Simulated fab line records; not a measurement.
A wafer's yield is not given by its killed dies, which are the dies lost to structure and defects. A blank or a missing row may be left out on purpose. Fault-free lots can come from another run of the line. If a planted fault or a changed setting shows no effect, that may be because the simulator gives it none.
The tool behind it: which one?	flow nand-harc	36 wafers from 12 lots sampled at 5 of the route's 1302 steps

WHAT THE GAUGES SHOWED, per wafer
NHARC_A_BONDPAD_THK_MEAS_20: measures by xrf. Usual: thk-nm at 169.7 nm, with a standard deviation of 1.4.
lot	measured	on	thk-nm (nm)	flag
L486	day 23 14:57	film-metro-01	169.6 169.5 169.5	
L485	day 23 18:03	film-metro-01	171.6 171.1 169.3	
L487	day 24 03:58	film-metro-02	171.6 169.7 171.3	
L488	day 24 06:18	film-metro-02	169.7 169.4 170.3	
L490	day 24 21:41	film-metro-02	168.7 169.9 168.5	
L489	day 24 22:46	film-metro-01	169.4 167.9 171.6	
L491	day 25 20:28	film-metro-02	169.9 169.9 170.7	
L493	day 27 09:03	film-metro-01	171.3 171.3 170.6	
L492	day 27 13:17	film-metro-01	168.9 170.3 168.9	
L497	day 28 14:58	film-metro-02	169.6 168.1 170.3	
L501	day 30 16:39	film-metro-02	170.9 170.4 168.7	
L502	day 30 21:55	film-metro-02	171.6 169.7 170.4	

NHARC_END_SORT_01. Usual: defect-limited-yield 91 %, standard deviation 3.1; killed-at-array 53, standard deviation 21; killed-at-other 1.0, standard deviation 1.3; killed-at-periphery 3.8, standard deviation 2.4; killed-dies 58, standard deviation 21; killed-open 3.4, standard deviation 1.9; killed-short 2.4, standard deviation 1.5; sort_bin_2_pct 3.0 %, standard deviation 1.3; sort_bin_3_pct 0.6 %, standard deviation 0.39; sort_bin_4_pct 4.9 %, standard deviation 1.8; sort-n-pass 619, standard deviation 21; sort-rim-yield-pct 88 %, standard deviation 5.3; sort-yield-pct 91 %, standard deviation 3.1.
lot	measured	on	defect-limited-yield (%)	killed-at-array	killed-at-other	killed-at-periphery	killed-dies	killed-open	killed-short	sort_bin_2_pct (%)	sort_bin_3_pct (%)	sort_bin_4_pct (%)	sort-n-pass	sort-rim-yield-pct (%)	sort-yield-pct (%)	flag
L486	day 24 18:32	prober-01	91 94 94	55 37 34	1 1 3	6 2 3	62 40 40	4 1 4	0 2 4	3.4 1.8 1.8	1.2 0.9 0.4	4.6 3.2 3.7	615 637 637	92 88 86	91 94 94	
L488	day 25 14:38	prober-01	88 87 88	79 81 78	1 0 0	4 5 5	84 86 83	1 4 3	2 3 4	4.7 4.7 3.7	0.3 0.7 1.0	7.4 7.2 7.5	593 591 594	79 84 84	88 87 88	
L491	day 27 04:20	prober-02	91 88 91	54 76 57	0 0 0	4 2 3	58 78 60	3 6 6	0 3 2	3.8 3.8 4.0	0.7 0.7 0.4	4.0 6.9 4.4	619 599 617	77 86 81	91 88 91	
L492	day 28 16:22	prober-02	97 95 96	16 27 23	0 0 0	5 5 4	21 32 27	6 2 2	3 1 5	0.7 1.3 2.1	0.3 0.6 0	2.1 2.8 1.9	656 645 650	96 92 92	97 95 96	
L497	day 29 20:18	prober-02	90 90 91	56 65 51	0 0 2	9 5 5	65 70 58	1 1 4	2 4 0	3.2 2.7 4.3	0.7 0.9 0.7	5.6 6.8 3.5	612 607 619	86 84 83	90 90 91	
L502	day 31 23:31	prober-01	95 94 0	26 34 58	3 1 616	3 3 3	32 38 677	2 2 2	3 3 3	1.3 2.7 93.6	0.4 0.4 0.9	3.0 2.5 5.5	645 639 0	90 91 0	95 94 0	OFF

EACH LOT AND THE TOOL THAT RAN IT (in order: tool; ch and the chambers of the sampled wafers; start)
lot	NHARC_A_BONDPAD_PVD_17	NHARC_A_BONDPAD_CMP_19	NHARC_THIN_TSV_GRIND_00
L486	pvd-sputter-02, day 23 14:38 or earlier	cmp-04 ch 1,2,3, day 23 14:38	grinder-01 ch 0, day 24 01:10
L485	pvd-sputter-01, day 23 17:44 or earlier	cmp-04 ch 2,3, day 23 17:44	grinder-01 ch 0, day 24 13:53
L487	pvd-sputter-03, day 24 03:40 or earlier	cmp-04 ch 0,1,2, day 24 03:40	grinder-01 ch 0, day 24 15:53
L488	pvd-sputter-01, day 24 05:59 or earlier	cmp-04 ch 0,1, day 24 05:59	grinder-01 ch 0, day 24 14:41
L490	pvd-sputter-01, day 24 21:23 or earlier	cmp-02 ch 2,3, day 24 21:23	grinder-01 ch 0, day 25 09:34
L489	pvd-sputter-01, day 24 22:26 or earlier	cmp-04 ch 0,2,3, day 24 22:26	grinder-01 ch 0, day 25 08:34
L491	pvd-sputter-02, day 25 20:08 or earlier	cmp-04 ch 0,2,3, day 25 20:08	grinder-01 ch 0, day 26 06:31
L493	pvd-sputter-03, day 27 08:45 or earlier	cmp-03 ch 1,2,3, day 27 08:45	grinder-01 ch 0, day 27 22:13
L492	pvd-sputter-02, day 27 13:02 or earlier	cmp-02 ch 0,1,2, day 27 13:02	grinder-01 ch 0, day 27 23:37
L497	pvd-sputter-01, day 28 14:39 or earlier	cmp-03 ch 1,2,3, day 28 14:39	grinder-01 ch 0, day 29 02:37
L501	pvd-sputter-01, day 30 16:22 or earlier	cmp-02 ch 0,2,3, day 30 16:22	grinder-01 ch 0, day 31 05:22
L502	pvd-sputter-02, day 30 21:35 or earlier	cmp-04 ch 1,3, day 30 21:35	grinder-01 ch 0, day 31 06:33
- NHARC_A_BONDPAD_PVD_17: deposits TaN, target thk 5 nm, time 8.06 s.
- NHARC_A_BONDPAD_CMP_19: polishes, t overpolish 30 s, cu recess touch 16 s, target thk 169.82 nm.
- NHARC_THIN_TSV_GRIND_00

AS READ BY THE TOOLS THEMSELVES (means over the sampled wafers that have a number; for cases with no such wafer, the mark the record gives instead)
NHARC_A_BONDPAD_PVD_17. Usual: cathode-dc-power-W 15000 W, standard deviation 2.8; throttle-valve-pct 30.2 %, standard deviation 1.3.
lot	tool	cathode-dc-power-W (W)	throttle-valve-pct (%)	flag
L486	pvd-sputter-02	15000	30.9	
L485	pvd-sputter-01	15000	30.0	
L487	pvd-sputter-03	15000	29.7	
L488	pvd-sputter-01	15001	31.3	
L490	pvd-sputter-01	15002	31.4	
L489	pvd-sputter-01	14999	31.4	
L491	pvd-sputter-02	15002	30.6	
L493	pvd-sputter-03	15002	29.8	
L492	pvd-sputter-02	15002	30.4	
L497	pvd-sputter-01	15001	29.3	
L501	pvd-sputter-01	15000	30.4	
L502	pvd-sputter-02	15000	30.2	

NHARC_A_BONDPAD_CMP_19. Usual: motor-current-A 12.3 A, standard deviation 1.6; overpolish-run-s 30.000 s, standard deviation 0.0098; retaining-ring-pressure-frac 1.000, standard deviation 0.0054; slurry-filter-dp-kPa 13.50 kPa, standard deviation 0.12.
lot	tool	motor-current-A (A)	overpolish-run-s (s)	retaining-ring-pressure-frac	slurry-filter-dp-kPa (kPa)	flag
L486	cmp-04	11.4	29.990	1.002	13.54	
L485	cmp-04	10.9	30.011	1.002	13.58	
L487	cmp-04	12.1	29.999	0.999	13.31	
L488	cmp-04	11.7	29.997	1.003	13.54	
L490	cmp-02	13.8	30.010	0.995	13.32	
L489	cmp-04	11.1	30.007	0.997	13.47	
L491	cmp-04	11.2	29.995	0.999	13.47	
L493	cmp-03	12.9	30.006	1.002	13.52	
L492	cmp-02	13.1	30.001	1.001	13.39	
L497	cmp-03	13.6	29.996	0.997	13.55	
L501	cmp-02	13.3	30.002	1.003	13.65	
L502	cmp-04	11.5	30.003	1.000	13.56	

NHARC_THIN_TSV_GRIND_00. Usual: motor-current-A at 12.002 A, with a standard deviation of 0.022.
lot	tool	motor-current-A (A)	flag
L486	grinder-01	12.015	
L485	grinder-01	12.008	
L487	grinder-01	12.013	
L488	grinder-01	11.994	
L490	grinder-01	12.007	
L489	grinder-01	11.996	
L491	grinder-01	12.003	
L493	grinder-01	12.006	
L492	grinder-01	11.997	
L497	grinder-01	12.000	
L501	grinder-01	11.993	
L502	grinder-01	12.008	

THE ANSWER, worked out from the rows above alone
Rule: take the mean of a lot's wafers that have a number; if it is more than 3 standard deviations from the usual mean, the lot is off. A lot without any number at a reading at which 4 lots or more have one is off too. Any other lot the step has rows for is counted as sound. After the gauges, taken in route order, come the tools' own readings; for these a lot's mean is taken, as printed above. At the first step where some lot is off, the reading lying furthest off is the one used; lots without a number count as furthest.
Off: L502, at NHARC_END_SORT_01 (killed-at-other). Neither off nor sound, because the step has no rows for them: L485, L487, L490, L489, L493, L501.
A tool fits if, at a process step before that reading, it ran every lot that is off, and no sound lot after the first of them. Gauges at NHARC_END_SORT_01: tried the same way as those tools. NHARC_A_BONDPAD_PVD_17: start missing for some lots; hours and lot order therefore follow NHARC_A_BONDPAD_CMP_19. Can't be told from this: 4 tools fit, pvd-sputter-02 at NHARC_A_BONDPAD_PVD_17, cmp-04 at NHARC_A_BONDPAD_CMP_19, grinder-01 at NHARC_THIN_TSV_GRIND_00, prober-01 at NHARC_END_SORT_01.

WHAT THE SIMULATOR HAD PUT IN
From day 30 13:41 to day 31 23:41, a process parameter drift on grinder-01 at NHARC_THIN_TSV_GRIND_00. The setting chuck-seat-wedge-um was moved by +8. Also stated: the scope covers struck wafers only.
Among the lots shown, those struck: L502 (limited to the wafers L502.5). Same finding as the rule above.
